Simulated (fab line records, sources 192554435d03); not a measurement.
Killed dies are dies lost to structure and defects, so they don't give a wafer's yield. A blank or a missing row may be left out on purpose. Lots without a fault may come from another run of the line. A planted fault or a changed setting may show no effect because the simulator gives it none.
Chamber matching | flow n5_finfet | N5_BEOL_M4_CO_CAP_55 on cvd_co-01: 3 sister chambers
The step material Co, precursor CCTBA/H2, target thk 2 nm, time 102.1 s. 39 wafers are shown with their chamber, then 12 later ones without.

WAFERS WITH THEIR CHAMBER
wafer  | chamber | heater_power_w (W)
L075.1 | 2       | 274
L075.2 | 1       | 228
L075.6 | 0       | 226
L076.1 | 1       | 228
L076.3 | 2       | 273
L076.6 | 0       | 230
L079.1 | 1       | 234
L079.4 | 1       | 230
L079.6 | 0       | 229
L080.2 | 2       | 277
L080.5 | 2       | 276
L080.6 | 1       | 227
L082.2 | 0       | 223
L082.4 | 1       | 233
L082.5 | 2       | 273
L083.1 | 2       | 266
L083.4 | 0       | 224
L083.5 | 1       | 229
L084.1 | 0       | 223
L084.5 | 2       | 269
L084.6 | 1       | 226
L085.1 | 1       | 232
L085.4 | 2       | 273
L085.5 | 1       | 235
L086.1 | 1       | 233
L086.2 | 2       | 277
L086.4 | 0       | 225
L088.2 | 0       | 225
L088.3 | 1       | 230
L088.5 | 1       | 230
L087.1 | 0       | 227
L087.5 | 2       | 287
L087.6 | 1       | 231
L089.1 | 0       | 226
L089.3 | 2       | 274
L089.4 | 2       | 274
L090.4 | 0       | 228
L090.5 | 2       | 280
L090.6 | 1       | 231

SIGNATURES (means of the wafers above)
reading        | chamber 0 | chamber 1 | chamber 2 | scatter within a chamber
heater_power_w | 226.00    | 230.47    | 274.85    | 3.57
Rule: a wafer's distance from a chamber is the root of the sum, over the readings, of the square of ((its reading less the chamber's mean) divided by the reading's scatter). The wafer belongs to the nearest chamber; if the next one is less than 2 further off, it can't be placed. The scatter: the root of (the sum of the squares of (reading less its chamber's mean) over the shown wafers, divided by (wafers less chambers)).

WAFERS WITHOUT THEIR CHAMBER
wafer  | heater_power_w (W)
L091.1 | 228
L091.2 | 285
L091.4 | 230
L095.1 | 276
L095.3 | 226
L095.5 | 233
L094.1 | 275
L094.2 | 225
L094.3 | 221
L096.1 | 278
L096.5 | 273
L096.6 | 225

WHICH CHAMBER EACH WENT THROUGH
wafer  | from the rows above     | in truth
L091.1 | can't be placed: 0 or 1 | 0
L091.2 | 2                       | 2
L091.4 | can't be placed: 1 or 0 | 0
L095.1 | 2                       | 2
L095.3 | can't be placed: 0 or 1 | 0
L095.5 | can't be placed: 1 or 0 | 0
L094.1 | 2                       | 2
L094.2 | can't be placed: 0 or 1 | 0
L094.3 | can't be placed: 0 or 1 | 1
L096.1 | 2                       | 2
L096.5 | 2                       | 2
L096.6 | can't be placed: 0 or 1 | 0
Placed correctly: 5 of 12. Can't be placed from these rows: 7 (the true chamber is among the candidates in 7). Placed wrongly: 0.
